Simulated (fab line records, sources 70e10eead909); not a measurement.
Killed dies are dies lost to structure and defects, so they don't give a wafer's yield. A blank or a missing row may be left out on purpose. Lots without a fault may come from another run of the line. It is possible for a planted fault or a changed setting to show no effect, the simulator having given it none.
A lot that was struck, set against a sound lot :: flow nandHarc :: 15 out of 1159 route steps
Sound: the wafers L707.1, L707.2, L707.3. Struck: wafers L719.1, L719.5, L719.6. The cause is given at the end.
Per side, at each step with rows, come the tool, then ch with its chambers, and then its first start. Under that, the readings that differ: sound wafers :: struck wafers :: difference of the means :: sigmas: that difference in standard deviations of wafers without a fault.
alike: same words and numbers on both sides, and readings whose means sit less than 2 such deviations apart. not compared: any withheld reading, any reading some wafer has no value for, any bound like >300 that may hide the same value, and any number with overlapping values for which the record gives no deviation.
The two part at a step that has a row with sigmas, a row that says differs or no value, or rows on one side only. Numbers that have no deviation but don't overlap get no sigmas and don't part them. A reading missing from all wafers of one side parts the sides only when that side holds two or more wafers.

first, 7 steps without rows for these wafers: NHARC_A_CONTACT_COAT_87 (time 65 s); NHARC_A_CONTACT_COAT_02 (resist thk 90 nm); NHARC_A_CONTACT_SOFTBAKE_03 (time 55 s); NHARC_A_CONTACT_EBR_04; NHARC_A_CONTACT_EXPOSE_05 (exposes mask A CC); NHARC_A_CONTACT_PEB_06 (peb time 65 s); NHARC_A_CONTACT_DEVELOP_07 (develop time 35 s).
NHARC_A_CONTACT_CD_MEAS_08: the cd target is 100 nm.
  sound on cdSem-01 ch 0, day 17 10:59; struck on cdSem-02 ch 0, day 20 06:05
  alike: cdNm
NHARC_A_CONTACT_OVL_MEAS_09:
  sound on overlay-02 at day 17 11:05; struck on overlay-02 at day 20 06:11
reading: overlayYNm (nm)
sound: 1.3 0.6 0.6
struck: -1.8 -1.6 -2.2
difference: -2.7
sigmas: -3
  alike: overlayXNm
NHARC_A_CONTACT_INSPECT_10:
  sound on defectInspect-01 at day 17 11:07; struck on defectInspect-01 at day 20 06:13
reading: rawDefectCount
sound: 23 13 22
struck: 46 52 61
difference: +34
sigmas: +2
NHARC_A_CONTACT_DESCUM_13: chemistry O2, time 3 s.
  sound on rieDiel-08 ch 1,2,3, day 17 11:11; struck on rieDiel-08 ch 1,2, day 20 06:17
  alike: chamberPressureMTorr, drypumpMotorCurrentA, oesProductAu, rfVppV, showerheadPlenumPTorr, throttleValvePct
  not compared: rfHoursCounterH
NHARC_A_CONTACT_ETCH_88: etches the open film in CF4, target depth 39 nm, time 65 s.
  sound on rieDiel-08 ch 1,2,3, day 17 11:16; struck on rieDiel-08 ch 0,1,3, day 20 06:28
  alike: biasW, cf4FlowSccm, chamberPressureMTorr, drypumpMotorCurrentA, oesProductAu, rfVppV, showerheadPlenumPTorr, throttleValvePct
  not compared: rfHoursCounterH
NHARC_A_CONTACT_ETCH_89: etches the open film in N2/H2, target depth 260 nm, time 475.3 s.
  sound on rieDiel-08 ch 1,2,3, day 17 11:23; struck on rieDiel-08 ch 0,1,2, day 20 06:37
  no value came back on the struck wafers for any of 9 readings (biasW (W), chamberPressureMTorr (mTorr) and others); on the sound wafers biasW (W) reads 150.4 149.7 150.0
NHARC_A_CONTACT_ETCH_30: etches the open film in CF4/CHF3, target depth 60.5 nm, time 30.2 s.
  sound on rieDiel-08 ch 1,2,3; struck on rieDiel-08 ch 0,3
  alike: biasW, cf4FlowSccm, chamberPressureMTorr, chf3FlowSccm, drypumpMotorCurrentA, oesProductAu, rfVppV, showerheadPlenumPTorr, throttleValvePct
  not compared: rfHoursCounterH
-- break in the record here, with 2 days between the starts of the struck wafers on either side (left off in module A_CONTACT, picked up again in module END, where the first step shown is number 1159 on the route) --
NHARC_END_SORT_01:
  the record has rows for the struck wafers here (prober-02 ch 0, day 22 08:50) and none for the sound ones

WHERE THEY PART
Last at NHARC_END_SORT_01 as far as this record goes, first at NHARC_A_CONTACT_OVL_MEAS_09.

WHY: the cause the simulator had injected
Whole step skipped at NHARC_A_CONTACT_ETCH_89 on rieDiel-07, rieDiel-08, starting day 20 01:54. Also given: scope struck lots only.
